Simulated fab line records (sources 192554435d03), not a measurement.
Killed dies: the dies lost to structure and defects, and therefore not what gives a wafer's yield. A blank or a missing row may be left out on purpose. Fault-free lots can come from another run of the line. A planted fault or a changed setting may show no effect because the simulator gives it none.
Which tool did it? :: flow n5-finfet :: Sampling: 10 lots, 30 wafers, 2 of 1938 route steps

== WHAT EACH GAUGE READ, for each wafer ==
N5_BEOL_M8_OCD_MEAS_38.
lot: L508
measured: day 9 05:02
on: ocd-01
trench-depth-nm (nm): 93.3 92.0 91.8

lot: L510
measured: day 9 13:29
on: ocd-02
trench-depth-nm (nm): 92.2 93.0 92.5

lot: L511
measured: day 9 18:56
on: ocd-02
trench-depth-nm (nm): 91.0 93.9 92.2

lot: L512
measured: day 10 04:20
on: ocd-02
trench-depth-nm (nm): 90.3 91.3 90.4

lot: L513
measured: day 10 15:29
on: ocd-02
trench-depth-nm (nm): 91.6 91.0 92.0

lot: L514
measured: day 10 15:54
on: ocd-01
trench-depth-nm (nm): 92.7 96.0 91.9

lot: L528
measured: day 15 03:39
on: ocd-01
trench-depth-nm (nm): 95.6 95.2 91.5

lot: L531
measured: day 15 08:22
on: ocd-01
trench-depth-nm (nm): 93.5 93.8 91.8

lot: L529
measured: day 15 08:43
on: ocd-02
trench-depth-nm (nm): 95.6 95.2 91.2

lot: L530
measured: day 15 11:06
on: ocd-02
trench-depth-nm (nm): 90.7 93.9 95.0

== WHICH TOOL RAN EACH LOT (tool, then ch and the chambers of the sampled wafers, then the start) ==
lot: L508
N5_BEOL_M8_DESCUM_33: rie-diel-04 ch 2,3, day 9 04:35

lot: L510
N5_BEOL_M8_DESCUM_33: rie-diel-05 ch 0,2,3, day 9 13:03

lot: L511
N5_BEOL_M8_DESCUM_33: rie-diel-04 ch 1,2,3, day 9 18:31

lot: L512
N5_BEOL_M8_DESCUM_33: rie-diel-05 ch 0,1,3, day 10 03:55

lot: L513
N5_BEOL_M8_DESCUM_33: rie-diel-03 ch 0,2, day 10 15:04

lot: L514
N5_BEOL_M8_DESCUM_33: rie-diel-03 ch 2,3, day 10 15:28

lot: L528
N5_BEOL_M8_DESCUM_33: rie-diel-05 ch 0,2,3, day 15 03:13

lot: L531
N5_BEOL_M8_DESCUM_33: rie-diel-04 ch 0,2,3, day 15 07:56

lot: L529
N5_BEOL_M8_DESCUM_33: rie-diel-05 ch 0,3, day 15 08:17

lot: L530
N5_BEOL_M8_DESCUM_33: rie-diel-05 ch 2,3, day 15 10:41
- N5_BEOL_M8_DESCUM_33: chemistry O2, time 7 s.

== THE ANSWER, worked out from the rows above alone ==
Rule: usual is defined by the lots themselves. The widest of any qualifying gaps counts: lots, ordered by their means at a reading, are off when they make up no more than a third of the lots, leave a main group of 4 or more, and stand apart from it by 3 or more times the standard deviation of that group's means. The tables above print the reading to a certain number of digits; a main group whose means all agree to those digits is not used. Also off: a lot with no number at a reading for which 4 or more lots have one. Any other lot the step has rows for is counted as sound.
None of the lots is off at any reading shown; this tells nothing.

== WHAT THE SIMULATOR PUT IN ==
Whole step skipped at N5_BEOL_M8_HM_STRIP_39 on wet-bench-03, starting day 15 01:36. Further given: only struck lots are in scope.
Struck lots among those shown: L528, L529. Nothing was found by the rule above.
